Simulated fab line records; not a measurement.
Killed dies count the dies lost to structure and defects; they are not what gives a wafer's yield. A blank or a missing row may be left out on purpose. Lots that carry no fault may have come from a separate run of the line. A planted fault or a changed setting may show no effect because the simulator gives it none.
The tool behind it: which one? | flow n5 finfet | Sampling: 14 lots, 42 wafers, 5 of 1938 route steps

== WHAT THE GAUGES SHOWED, per wafer ==
N5_HKMG_FIN_CD_MEAS_49: target cd 202 nm. Usual: cd nm at 202.0 nm, with a standard deviation of 0.51.
lot  | measured    | on        | cd nm (nm)        | flag
L972 | day 3 22:00 | cd sem-02 | 201.4 201.3 201.0 |
L975 | day 4 16:04 | cd sem-01 | 201.3 202.3 201.9 |
L976 | day 4 23:08 | cd sem-01 | 202.4 201.7 202.6 |
L977 | day 5 05:28 | cd sem-01 | 203.0 203.6 203.7 |
L984 | day 7 00:23 | cd sem-03 | 202.3 202.7 202.4 |
L986 | day 7 10:38 | cd sem-03 | 201.3 201.8 201.9 |
L987 | day 7 17:32 | cd sem-03 | 201.7 201.4 201.8 |
L988 | day 7 22:15 | cd sem-03 | 202.0 201.6 202.2 |
L989 | day 8 05:13 | cd sem-01 | 202.5 202.6 202.5 |
L990 | day 8 10:37 | cd sem-02 | 201.7 202.2 201.0 |
L991 | day 8 18:01 | cd sem-02 | 201.6 202.2 202.0 |
L993 | day 9 09:55 | cd sem-01 | 201.6 202.1 202.9 |
L994 | day 9 16:50 | cd sem-02 | 202.1 201.7 201.5 |
L995 | day 9 22:49 | cd sem-02 | 202.6 202.7 201.6 |

N5_HKMG_FIN_THK_MEAS_70: measures by xrf. Usual: for HK_THK the level is 1.603 nm and the standard deviation is 0.022.
lot  | measured     | on            | HK_THK (nm)       | flag
L972 | day 4 00:50  | film metro-01 | 1.583 1.593 1.588 |
L975 | day 4 18:37  | film metro-01 | 1.598 1.602 1.590 |
L976 | day 5 01:48  | film metro-02 | 1.613 1.632 1.622 |
L977 | day 5 08:01  | film metro-02 | 1.606 1.628 1.598 |
L984 | day 7 03:10  | film metro-01 | 1.592 1.590 1.604 |
L986 | day 7 13:10  | film metro-02 | 1.599 1.614 1.622 |
L987 | day 7 20:04  | film metro-01 | 1.575 1.608 1.589 |
L988 | day 8 01:02  | film metro-01 | 1.597 1.593 1.608 |
L989 | day 8 07:46  | film metro-02 | 1.660 1.604 1.661 |
L990 | day 8 13:10  | film metro-01 | 1.601 1.617 1.612 |
L991 | day 8 21:12  | film metro-01 | 1.584 1.598 1.596 |
L993 | day 9 12:27  | film metro-01 | 1.584 1.581 1.581 |
L994 | day 9 19:28  | film metro-01 | 1.600 1.595 1.604 |
L995 | day 10 01:38 | film metro-01 | 1.589 1.584 1.572 |

N5_BEOL_M4_RC_MEAS_101. Usual: DIBL_N 36.4 mV/V, standard deviation 1.4; DIBL_P 36.3 mV/V, standard deviation 1.8; EOT_P 10.50, standard deviation 0.09; IGATE_P 0.0036 nA/um, standard deviation 0.00047; IOFF_N 0.163 nA/um, standard deviation 0.024; IOFF_N_85C 3.2 nA/um, standard deviation 0.4; IOFF_N_LIN 0.075 nA/um, standard deviation 0.0093; IOFF_N_LONG 5.66e-05 nA/um, standard deviation 2.1e-06; IOFF_P 0.21 nA/um, standard deviation 0.034; IOFF_P_85C 3.7 nA/um, standard deviation 0.49; IOFF_P_LIN 0.102 nA/um, standard deviation 0.013; IOFF_P_LONG 0.000109 nA/um, standard deviation 8.8e-06; ION_N 673 uA/um, standard deviation 11; ION_P 461 uA/um, standard deviation 7.4; SS_N 71.6 mV/dec, standard deviation 0.52; SS_P 73.3 mV/dec, standard deviation 0.58; VT_N 249.4 mV, standard deviation 2.5; VT_N_LONG 274.6 mV, standard deviation 2.1; VT_N_LVT 98.3 mV, standard deviation 2.7; VT_P -250 mV, standard deviation 3.5; VT_P_LONG -274.6 mV, standard deviation 2.7; VT_P_LVT -98.3 mV, standard deviation 2.7.
lot  | measured     | on        | DIBL_N (mV/V)  | DIBL_P (mV/V)  | EOT_P             | IGATE_P (nA/um)      | IOFF_N (nA/um)    | IOFF_N_85C (nA/um) | IOFF_N_LIN (nA/um) | IOFF_N_LONG (nA/um)        | IOFF_P (nA/um) | IOFF_P_85C (nA/um) | IOFF_P_LIN (nA/um) | IOFF_P_LONG (nA/um)        | ION_N (uA/um) | ION_P (uA/um) | SS_N (mV/dec)  | SS_P (mV/dec)  | VT_N (mV)         | VT_N_LONG (mV)    | VT_N_LVT (mV)     | VT_P (mV)      | VT_P_LONG (mV)       | VT_P_LVT (mV)        | flag
L972 | day 8 00:08  | prober-02 | 36.6 35.5 36.9 | 36.5 34.1 37.0 | 10.36 10.35 10.46 | 0.0039 0.0043 0.0036 | 0.169 0.153 0.187 | 3.3 3.0 3.5        | 0.080 0.073 0.087  | 5.67e-05 5.6e-05 5.62e-05  | 0.20 0.18 0.21 | 3.5 3.2 3.7        | 0.092 0.087 0.097  | 9.8e-05 9.7e-05 9.9e-05    | 686 669 699   | 462 451 465   | 70.9 70.7 71.5 | 72.7 72.3 73.4 | 248.1 248.6 246.2 | 273.7 276.7 275.5 | 96.5 97.7 94.9    | -253 -252 -252 | -273.7 -274.4 -276.0 | -100.8 -102.2 -100.8 |
L975 | day 8 18:12  | prober-02 | 36.8 36.2 35.0 | 37.2 36.3 35.3 | 10.49 10.60 10.48 | 0.0032 0.0025 0.0032 | 0.173 0.167 0.147 | 3.5 3.4 3.0        | 0.080 0.080 0.070  | 5.74e-05 5.77e-05 5.79e-05 | 0.19 0.19 0.17 | 3.4 3.3 3.0        | 0.091 0.091 0.084  | 9.9e-05 9.9e-05 0.000101   | 674 685 668   | 449 455 453   | 71.8 71.4 71.9 | 73.8 72.5 72.8 | 246.7 246.7 251.3 | 272.9 273.4 269.7 | 92.6 90.4 94.6    | -254 -254 -254 | -276.8 -277.6 -276.5 | -98.2 -96.3 -98.2    |
L976 | day 9 00:22  | prober-02 | 34.6 36.9 37.7 | 34.8 37.4 39.1 | 10.83 10.80 11.00 | 0.0007 0.0007 0.0005 | 0.000 0.000 0.000 | 0.0 0.0 0.0        | 0.000 0.000 0.000  | 4.21e-05 4.17e-05 4.18e-05 | 4.48 5.52 6.07 | 47.6 56.7 61.9     | 2.197 2.545 2.675  | 0.001357 0.001365 0.00137  | 148 150 155   | 568 574 593   | 70.6 72.2 72.1 | 72.7 73.1 74.4 | 508.6 500.2 505.9 | 510.1 517.2 517.0 | 359.2 356.7 352.5 | -162 -160 -157 | -198.2 -198.6 -198.6 | -11.6 -9.1 -7.7      | OFF
L977 | day 9 09:47  | prober-01 | 37.5 39.0 37.6 | 39.4 40.6 39.6 | 10.95 10.99 11.09 | 0.0006 0.0006 0.0005 | 0.000 0.000 0.000 | 0.0 0.0 0.0        | 0.000 0.000 0.000  | 4.09e-05 4.05e-05 4.03e-05 | 5.65 5.95 5.57 | 55.8 58.9 55.9     | 2.452 2.529 2.469  | 0.001143 0.001153 0.001174 | 148 149 149   | 574 575 587   | 72.5 72.6 71.7 | 74.5 74.4 74.1 | 505.3 502.4 506.7 | 523.3 523.0 523.3 | 353.6 354.2 356.8 | -162 -164 -162 | -202.3 -202.8 -201.7 | -12.3 -11.4 -12.3    | OFF
L984 | day 10 23:44 | prober-01 | 35.9 38.3 35.1 | 36.1 39.3 35.2 | 10.44 10.45 10.45 | 0.0034 0.0038 0.0040 | 0.165 0.228 0.151 | 3.2 4.2 3.0        | 0.077 0.100 0.071  | 6.06e-05 5.93e-05 5.99e-05 | 0.21 0.28 0.20 | 3.7 4.6 3.6        | 0.106 0.126 0.100  | 0.000114 0.000116 0.000113 | 677 700 670   | 465 470 458   | 71.0 71.9 71.2 | 73.2 74.8 73.3 | 247.3 245.2 249.2 | 270.4 274.5 270.8 | 97.8 93.8 98.8    | -251 -246 -251 | -272.4 -271.4 -275.9 | -98.8 -94.1 -98.7    |
L986 | day 11 17:55 | prober-01 | 35.4 35.2 37.6 | 36.1 35.5 38.1 | 10.37 10.41 10.42 | 0.0044 0.0033 0.0041 | 0.172 0.160 0.204 | 3.3 3.1 3.9        | 0.080 0.073 0.088  | 5.75e-05 5.81e-05 5.8e-05  | 0.22 0.21 0.25 | 3.8 3.6 4.3        | 0.101 0.098 0.110  | 0.00011 0.00011 0.000108   | 688 664 683   | 466 464 463   | 72.0 70.9 71.9 | 73.5 73.1 74.3 | 246.6 251.5 245.7 | 271.5 275.2 274.9 | 95.0 97.9 95.1    | -246 -246 -245 | -272.3 -274.1 -275.2 | -96.5 -98.2 -97.0    |
L987 | day 11 20:21 | prober-01 | 35.4 34.9 36.1 | 36.8 35.6 36.5 | 10.63 10.70 10.55 | 0.0035 0.0030 0.0035 | 0.153 0.145 0.154 | 3.0 2.9 3.0        | 0.070 0.067 0.070  | 5.65e-05 5.59e-05 5.59e-05 | 0.22 0.20 0.21 | 3.8 3.6 3.7        | 0.102 0.096 0.099  | 0.000115 0.000107 0.00011  | 674 648 666   | 461 450 458   | 71.8 71.6 71.9 | 72.6 73.0 73.0 | 250.4 251.5 252.0 | 274.8 277.3 274.5 | 99.2 101.1 99.2   | -249 -251 -251 | -275.4 -274.8 -273.9 | -99.4 -99.5 -98.9    |
L988 | day 11 21:12 | prober-02 | 37.7 35.0 35.7 | 35.9 33.7 33.7 | 10.47 10.49 10.44 | 0.0041 0.0043 0.0038 | 0.174 0.124 0.138 | 3.4 2.5 2.8        | 0.074 0.060 0.064  | 5.57e-05 5.59e-05 5.58e-05 | 0.21 0.17 0.17 | 3.6 3.1 3.1        | 0.098 0.085 0.086  | 0.000105 0.000103 0.000101 | 663 661 653   | 451 455 448   | 72.5 71.4 71.8 | 73.4 73.3 72.7 | 252.2 254.1 252.6 | 277.4 275.1 274.7 | 100.3 103.2 101.0 | -249 -250 -256 | -277.2 -277.9 -279.2 | -99.4 -102.6 -101.9  |
L989 | day 12 02:36 | prober-01 | 36.4 34.9 35.2 | 37.2 35.6 36.2 | 10.52 10.45 10.34 | 0.0036 0.0041 0.0041 | 0.175 0.147 0.153 | 3.4 3.0 3.0        | 0.081 0.073 0.074  | 5.67e-05 5.7e-05 5.71e-05  | 0.22 0.19 0.19 | 3.9 3.4 3.5        | 0.104 0.092 0.094  | 0.000103 0.000104 0.000104 | 676 683 682   | 461 465 468   | 71.5 70.5 70.8 | 73.4 72.6 72.1 | 248.3 248.1 249.0 | 271.8 276.4 273.9 | 96.6 96.8 97.5    | -248 -251 -251 | -276.8 -276.5 -274.3 | -97.4 -99.4 -98.5    |
L990 | day 11 22:14 | prober-01 | 35.6 35.3 37.2 | 34.6 34.4 37.2 | 10.44 10.59 10.59 | 0.0037 0.0036 0.0035 | 0.142 0.139 0.175 | 2.8 2.8 3.4        | 0.068 0.068 0.083  | 5.54e-05 5.6e-05 5.62e-05  | 0.17 0.17 0.21 | 3.1 3.0 3.6        | 0.083 0.084 0.096  | 9.3e-05 9.4e-05 9.5e-05    | 658 671 675   | 449 454 463   | 71.2 71.2 71.5 | 72.6 72.4 73.6 | 251.1 253.0 246.6 | 275.9 276.2 275.9 | 100.6 100.0 94.7  | -254 -258 -252 | -279.9 -280.7 -276.9 | -102.8 -103.2 -100.4 |
L991 | day 12 19:30 | prober-02 | 37.2 36.8 36.7 | 37.3 36.7 37.1 | 10.57 10.61 10.61 | 0.0036 0.0034 0.0032 | 0.153 0.150 0.156 | 3.0 2.9 3.0        | 0.070 0.068 0.072  | 5.11e-05 5.21e-05 5.23e-05 | 0.21 0.20 0.21 | 3.7 3.6 3.6        | 0.097 0.096 0.096  | 0.000101 0.000102 0.000102 | 674 665 679   | 457 459 463   | 72.6 71.8 71.8 | 73.9 73.5 73.9 | 250.4 252.3 251.0 | 279.5 277.1 277.0 | 102.1 101.5 99.7  | -250 -251 -253 | -277.2 -276.2 -275.9 | -101.2 -100.6 -100.5 |
L993 | day 13 15:14 | prober-02 | 35.1 36.0 35.1 | 34.8 35.2 35.0 | 10.46 10.68 10.48 | 0.0039 0.0035 0.0033 | 0.137 0.146 0.142 | 2.7 2.9 2.8        | 0.066 0.068 0.066  | 5.98e-05 5.98e-05 5.98e-05 | 0.19 0.20 0.20 | 3.4 3.4 3.4        | 0.093 0.095 0.096  | 0.000112 0.00011 0.000113  | 665 666 662   | 460 455 456   | 70.9 71.1 70.9 | 73.0 72.9 72.6 | 250.8 251.1 248.0 | 271.1 270.1 272.4 | 99.8 100.3 99.1   | -250 -250 -248 | -272.5 -273.5 -274.2 | -99.7 -100.1 -98.6   |
L994 | day 13 12:08 | prober-02 | 35.3 34.5 35.9 | 31.4 30.9 32.4 | 10.43 10.37 10.47 | 0.0042 0.0043 0.0044 | 0.130 0.117 0.137 | 2.6 2.4 2.8        | 0.062 0.057 0.061  | 5.44e-05 5.46e-05 5.42e-05 | 0.15 0.14 0.16 | 2.8 2.7 2.9        | 0.078 0.075 0.080  | 9.6e-05 0.0001 9.8e-05     | 674 669 660   | 453 450 446   | 71.3 70.8 70.6 | 72.9 72.6 72.0 | 250.6 251.5 250.8 | 276.7 275.2 275.9 | 98.9 102.0 100.7  | -258 -257 -255 | -276.4 -277.0 -277.1 | -102.9 -103.5 -102.8 |
L995 | day 13 18:05 | prober-01 | 37.4 40.3 36.6 | 35.5 38.7 33.9 | 10.59 10.65 10.39 | 0.0030 0.0031 0.0036 | 0.158 0.217 0.146 | 3.1 4.0 2.9        | 0.075 0.095 0.067  | 5.94e-05 5.89e-05 5.83e-05 | 0.23 0.30 0.22 | 4.1 5.0 3.8        | 0.113 0.136 0.107  | 0.000115 0.000116 0.000114 | 674 691 656   | 466 465 458   | 71.0 72.4 71.6 | 73.2 73.9 72.1 | 249.3 245.3 254.2 | 276.0 272.2 275.9 | 98.9 94.3 101.8   | -247 -242 -247 | -270.7 -272.9 -273.2 | -95.2 -92.6 -96.7    |

== EACH LOT AND THE TOOL THAT RAN IT (in order: tool; ch and the chambers of the sampled wafers; start) ==
lot  | N5_HKMG_FIN_ALD_79                 | N5_HKMG_FIN_WET_ETCH_65
L972 | ald metal-01 ch 0,2,3, day 3 23:27 | wet bench-04 ch 0,1,6, day 4 00:28
L975 | ald metal-03 ch 0,1, day 4 17:31   | wet bench-03 ch 0,1,3, day 4 18:13
L976 | ald metal-01 ch 0,3, day 5 00:35   | wet bench-04 ch 4,5,6, day 5 01:25
L977 | ald metal-01 ch 1,3, day 5 06:56   | wet bench-05 ch 0,6,7, day 5 07:38
L984 | ald metal-01 ch 1,2, day 7 02:07   | wet bench-05 ch 1,2,6, day 7 02:47
L986 | ald metal-04 ch 1,2,3, day 7 12:07 | wet bench-04 ch 1,2,5, day 7 12:46
L987 | ald metal-03 ch 1,3, day 7 18:59   | wet bench-04 ch 0,2,7, day 7 19:41
L988 | ald metal-03 ch 1,2, day 7 23:59   | wet bench-05 ch 2,3,7, day 8 00:39
L989 | ald metal-03 ch 1,2,3, day 8 06:41 | wet bench-03 ch 0,1,3, day 8 07:23
L990 | ald metal-01 ch 1,2,3, day 8 12:07 | wet bench-05 ch 0,2,7, day 8 12:46
L991 | ald metal-03 ch 0,2,3, day 8 19:47 | wet bench-03 ch 2,4,5, day 8 20:41
L993 | ald metal-04 ch 0,3, day 9 11:25   | wet bench-03 ch 4,5,7, day 9 12:04
L994 | ald metal-01 ch 1,2,3, day 9 18:18 | wet bench-04 ch 1,6,7, day 9 19:04
L995 | ald metal-03 ch 0,1, day 10 00:35  | wet bench-05 ch 0,3,7, day 10 01:14
- N5_HKMG_FIN_ALD_79: deposits TiN, target thk 1.5 nm, pulse time 1 s, purge time 3 s.
- N5_HKMG_FIN_WET_ETCH_65: etches a-Si in TMAH, stops on TiN, time 49 s, target depth 3 nm.

== AS READ BY THE TOOLS THEMSELVES (means over the sampled wafers that have a number; for cases with no such wafer, the mark the record gives instead) ==
N5_HKMG_FIN_ALD_79. Usual: heater power w 857 W, standard deviation 130; precursor pulse height rel 0.998, standard deviation 0.022.
lot  | tool         | heater power w (W) | precursor pulse height rel | flag
L972 | ald metal-01 | 824                | 0.994                      |
L975 | ald metal-03 | 862                | 0.998                      |
L976 | ald metal-01 | 768                | 0.995                      |
L977 | ald metal-01 | 766                | 1.015                      |
L984 | ald metal-01 | 714                | 1.019                      |
L986 | ald metal-04 | 872                | 0.983                      |
L987 | ald metal-03 | 795                | 1.006                      |
L988 | ald metal-03 | 950                | 1.009                      |
L989 | ald metal-03 | 911                | 1.005                      |
L990 | ald metal-01 | 833                | 1.001                      |
L991 | ald metal-03 | 890                | 1.002                      |
L993 | ald metal-04 | 949                | 0.987                      |
L994 | ald metal-01 | 820                | 1.005                      |
L995 | ald metal-03 | 862                | 1.007                      |

N5_HKMG_FIN_WET_ETCH_65. Usual: bath guard temp C 70.1 C, standard deviation 0.57; bath heat duty pct 13.4 %, standard deviation 1.5.
lot  | tool         | bath guard temp C (C) | bath heat duty pct (%) | flag
L972 | wet bench-04 | 69.4                  | 14.1                   |
L975 | wet bench-03 | 70.3                  | 14.4                   |
L976 | wet bench-04 | -                     | -                      | OFF
L977 | wet bench-05 | -                     | -                      | OFF
L984 | wet bench-05 | 70.5                  | 14.0                   |
L986 | wet bench-04 | 70.1                  | 13.7                   |
L987 | wet bench-04 | 70.5                  | 12.8                   |
L988 | wet bench-05 | 69.9                  | 13.0                   |
L989 | wet bench-03 | 70.2                  | 13.3                   |
L990 | wet bench-05 | 70.0                  | 12.0                   |
L991 | wet bench-03 | 70.4                  | 12.2                   |
L993 | wet bench-03 | 70.2                  | 12.9                   |
L994 | wet bench-04 | 69.5                  | 13.8                   |
L995 | wet bench-05 | 70.0                  | 13.2                   |

== THE ANSWER, worked out from the rows above alone ==
Rule: lot off if the mean of its wafers having a number is beyond 3 standard deviations from the usual mean. A lot without any number at a reading at which 4 lots or more have one is off too. Where the step has rows for the other lots, those lots are counted as sound. The gauges are gone through in route order, then the tools' own readings, and for those a lot's mean is taken as printed above. The first step at which some lot is off is used, and at that step the reading that is off furthest; a lot without a number counts as furthest.
Off: L976, L977, at N5_BEOL_M4_RC_MEAS_101 (IOFF_P_LIN).
A tool fits if, at a process step before that reading, it ran every lot that is off, and no sound lot after the first of them. The gauges at N5_BEOL_M4_RC_MEAS_101 aren't tried: what is off there is off at N5_HKMG_FIN_WET_ETCH_65 too, on other tools, and a gauge's error can't cause that. None of those tried fits.

== WHAT THE SIMULATOR HAD PUT IN ==
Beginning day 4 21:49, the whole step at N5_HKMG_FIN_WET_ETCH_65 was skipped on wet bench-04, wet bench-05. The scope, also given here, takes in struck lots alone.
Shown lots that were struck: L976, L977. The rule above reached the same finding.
